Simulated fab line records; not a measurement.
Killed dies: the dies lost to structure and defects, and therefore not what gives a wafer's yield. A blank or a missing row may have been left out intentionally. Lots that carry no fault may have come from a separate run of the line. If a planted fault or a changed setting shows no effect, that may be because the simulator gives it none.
Chamber matching ; flow n5 finfet ; N5_FIN_SAQP_ETCH_51 on rie diel-02 has 4 sister chambers
The step etches SiARC in CF4, target depth 45.5 nm, time 75.8 s. 16 wafers are shown with their chamber, then 8 later ones without.

## WAFERS, EACH WITH ITS CHAMBER
wafer;chamber;drypump motor current A (A);showerhead plenum p Torr (Torr);oes product au (a.u.)
L077.1;0;6.2;2.18;0.79
L077.2;1;5.7;2.15;0.66
L077.5;0;6.2;2.18;0.79
L079.1;2;4.9;2.15;0.66
L079.2;0;6.2;2.18;0.79
L079.6;0;6.2;2.18;0.78
L080.1;2;4.9;2.15;0.67
L080.2;3;5.8;2.21;0.62
L080.5;2;4.9;2.15;0.67
L081.1;0;6.2;2.18;0.77
L081.3;1;5.6;2.15;0.66
L081.4;2;4.9;2.15;0.66
L082.3;1;5.7;2.15;0.66
L082.5;1;5.7;2.15;0.66
L082.6;0;6.2;2.18;0.79
L088.3;3;5.8;2.20;0.61

SIGNATURES (averages over the wafers above)
reading;chamber 0;chamber 1;chamber 2;chamber 3;scatter within a chamber
drypump motor current A;6.200;5.675;4.900;5.800;0.025
showerhead plenum p Torr;2.1800;2.1500;2.1500;2.2050;0.00204
oes product au;0.7850;0.6600;0.6650;0.6150;0.00645
Rule: for a wafer and a chamber, the distance is found by dividing, reading by reading, the gap between the wafer's reading and the chamber's mean by the reading's scatter, squaring, summing and taking the root. The wafer belongs to the nearest chamber; if the next one is less than 2 further off, it can't be placed. The scatter: take each reading less its chamber's mean, square it, sum over the shown wafers, divide by the number of wafers less the number of chambers, and take the root.

## WAFERS WITHOUT THEIR CHAMBER
wafer;drypump motor current A (A);showerhead plenum p Torr (Torr);oes product au (a.u.)
L088.5;4.8;2.15;0.65
L088.6;5.8;2.20;0.61
L089.2;6.2;2.18;0.76
L089.4;4.9;2.15;0.65
L089.5;5.7;2.15;0.64
L094.1;4.9;2.14;0.64
L094.2;5.8;2.20;0.60
L094.6;6.2;2.17;0.73

## EACH ONE'S CHAMBER
wafer;from the rows above;in truth
L088.5;2;2
L088.6;3;3
L089.2;0;0
L089.4;2;2
L089.5;1;1
L094.1;2;2
L094.2;3;3
L094.6;0;0
8 of 8 placed correctly. Left unplaced by these rows: 0. Number placed wrongly: 0.
